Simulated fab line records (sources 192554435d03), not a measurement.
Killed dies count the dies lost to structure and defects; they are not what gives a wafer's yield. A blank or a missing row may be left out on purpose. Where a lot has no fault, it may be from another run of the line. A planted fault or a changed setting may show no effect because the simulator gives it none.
Matching of chambers ; flow n5-finfet ; N5_BEOL_M5_CO_CAP_78 on cvd-co-02: 3 sister chambers
The step material Co, precursor CCTBA/H2, target thk 2 nm, time 102.1 s. 6 wafers are shown with their chamber, then 12 later ones without.

## EACH WAFER AND ITS CHAMBER
wafer;chamber;heater-power-w (W)
L091.5;2;265
L093.1;2;272
L093.3;0;226
L092.1;1;233
L092.2;0;230
L092.6;1;231

## WAFERS WHOSE CHAMBER IS MISSING
wafer;heater-power-w (W)
L094.1;237
L094.5;269
L094.6;239
L096.1;242
L096.2;272
L096.5;239
L095.2;239
L095.3;260
L095.5;239
L097.2;242
L097.3;266
L097.6;243

## EACH ONE'S CHAMBER
wafer;from the rows above;in truth
L094.1;can't be placed: 1 or 0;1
L094.5;2;2
L094.6;can't be placed: 1 or 0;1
L096.1;can't be placed: 1 or 0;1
L096.2;2;2
L096.5;can't be placed: 1 or 0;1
L095.2;can't be placed: 1 or 0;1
L095.3;2;2
L095.5;can't be placed: 1 or 0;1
L097.2;can't be placed: 1 or 0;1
L097.3;2;2
L097.6;can't be placed: 1 or 0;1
Placed correctly: 4 of 12. Can't be placed from these rows: 8 (the true chamber is among the candidates in 8). 0 placed wrongly.
How it was worked out, from the rows above alone: a wafer's distance from a chamber is the root of the sum, over the readings, of the square of ((its reading less the chamber's mean) divided by the reading's scatter). If the next closest chamber is less than 2 further off than the closest, the wafer can't be placed; otherwise it belongs to the closest. The mean given for a chamber averages the wafers shown for that chamber. The scatter: the root of (the sum of the squares of (reading less its chamber's mean) over the shown wafers, divided by (wafers less chambers)).
